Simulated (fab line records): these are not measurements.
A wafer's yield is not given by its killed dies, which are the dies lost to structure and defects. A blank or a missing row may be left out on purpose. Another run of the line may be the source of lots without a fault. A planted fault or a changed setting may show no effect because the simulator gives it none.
A single fault, viewed from 2 desks + flow n5_finfet + only its own numbers are on each desk; what lay behind them is given at the end

THE METROLOGY DESK
Lot by lot, what the gauges showed, no matter which tool ran the lot: averages of those sampled wafers that carry a number. A lot is out of limits, marked OUT, if its mean lies more than 4 standard deviations from the usual mean; the brackets give that distance. 7 of its 10 readings are shown, namely those furthest out on some lot.
Columns: A = DIBL_N at N5_BEOL_M4_RC_MEAS_101, usual 37.0 mV/V; B = IOFF_N at N5_BEOL_M4_RC_MEAS_101, usual 0.17 nA/um; C = IOFF_P at N5_BEOL_M4_RC_MEAS_101, usual 0.22 nA/um; D = ION_N at N5_BEOL_M4_RC_MEAS_101, usual 679 uA/um; E = ION_P at N5_BEOL_M4_RC_MEAS_101, usual 465 uA/um; F = SS_P at N5_BEOL_M4_RC_MEAS_101, usual 73.6 mV/dec; G = VT_P at N5_BEOL_M4_RC_MEAS_101, usual -249 mV
| lot  | first seen here | A    | B    | C    | D   | E   | F    | G    |
|------|-----------------|------|------|------|-----|-----|------|------|
| L753 | day 13 07:26    | 37.3 | 0.18 | 0.23 | 693 | 472 | 73.9 | -248 |
| L757 | day 15 05:37    | 38.8 | 0.20 | 0.29 | 688 | 480 | 74.3 | -243 |
| L762 | day 15 06:20    | 35.8 | 0.18 | 0.26 | 682 | 470 | 73.9 | -245 |
| L765 | day 16 08:04    | 36.2 | 0.16 | 0.21 | 683 | 465 | 73.3 | -252 |
Finding of this desk: none of the 4 lots has anything out of limits.

DESK OF THE TOOL OWNER: litho_track-05
The tool's own readings at N5_BEOL_M3_COAT_76 (time 60 s, resist thk 5 nm): means of the sampled wafers that have a number, for each lot that ran on this tool. A lot is out of limits, marked OUT, if its mean lies more than 4 standard deviations from the usual mean; the brackets give that distance.
Columns: A = spin_speed_rpm at N5_BEOL_M3_COAT_76, usual 1500.1 rpm
| lot  | first seen here | A                |
|------|-----------------|------------------|
| L753 | day 10 11:30    | 1500.3           |
| L757 | day 12 20:11    | 1432.6 (-71) OUT |
| L762 | day 12 20:53    | 1433.4 (-70) OUT |
Finding of this desk: L757, L762 out of limits; the first was L757 at day 12 20:11, on spin_speed_rpm at N5_BEOL_M3_COAT_76. Within limits: L753.

BROUGHT TOGETHER
The tool owner's desk had the chance to raise an alarm at day 12 20:11 on L757, L762.
Nothing out of limits was seen by the metrology desk.
The metrology desk has L757, L762 on record, within its limits.
N5_BEOL_M3_COAT_76 was run on litho_track-05 by each of the lots named.

WHAT WAS PUT IN BY THE SIMULATOR
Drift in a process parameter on litho_track-05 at N5_BEOL_M3_COAT_76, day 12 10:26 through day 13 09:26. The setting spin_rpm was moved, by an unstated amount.
Lots struck among those shown: L757, L762.
Time in hours from fault onset to the first out-of-limits reading at each desk: the tool owner's desk, 10.
